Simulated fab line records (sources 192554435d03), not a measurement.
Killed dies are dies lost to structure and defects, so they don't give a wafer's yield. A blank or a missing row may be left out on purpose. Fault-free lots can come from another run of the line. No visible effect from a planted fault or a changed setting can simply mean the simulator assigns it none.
Matching of chambers -- flow n5-finfet -- N5_BEOL_M6_PECVD_70 on pecvd-02: 3 sister chambers
The step deposits SiO2 from TEOS/O2, target thk 20 nm, time 22.7 s. 3 wafers are shown with their chamber, then 9 later ones without.

EACH WAFER AND ITS CHAMBER
wafer,chamber,throttle-valve-pct (%)
L085.4,0,20.5
L085.5,2,22.4
L085.6,1,22.4

WAFERS WHOSE CHAMBER IS MISSING
wafer,throttle-valve-pct (%)
L086.2,22.3
L086.4,20.7
L086.5,22.6
L089.3,20.8
L089.4,22.5
L089.5,20.8
L096.1,22.8
L096.2,20.8
L096.5,20.7

WHICH CHAMBER EACH WENT THROUGH
wafer,from the rows above,in truth
L086.2,can't be placed: 1 or 2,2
L086.4,0,0
L086.5,can't be placed: 1 or 2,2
L089.3,0,0
L089.4,can't be placed: 1 or 2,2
L089.5,0,0
L096.1,can't be placed: 1 or 2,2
L096.2,0,0
L096.5,0,0
Placed correctly: 5 of 9. Can't be placed from these rows: 4 (the true chamber is among the candidates in 4). 0 placed wrongly.
How it was worked out, from the rows above alone: a wafer's distance from a chamber is the root of the sum, over the readings, of the square of ((its reading less the chamber's mean) divided by the reading's scatter). If the next closest chamber is less than 2 further off than the closest, the wafer can't be placed; otherwise it belongs to the closest. For every chamber, the mean is computed from those of its wafers that are shown. The scatter (one wafer shown for each chamber): square how far every hidden wafer sits from the nearest shown wafer, average those squares and take the square root.
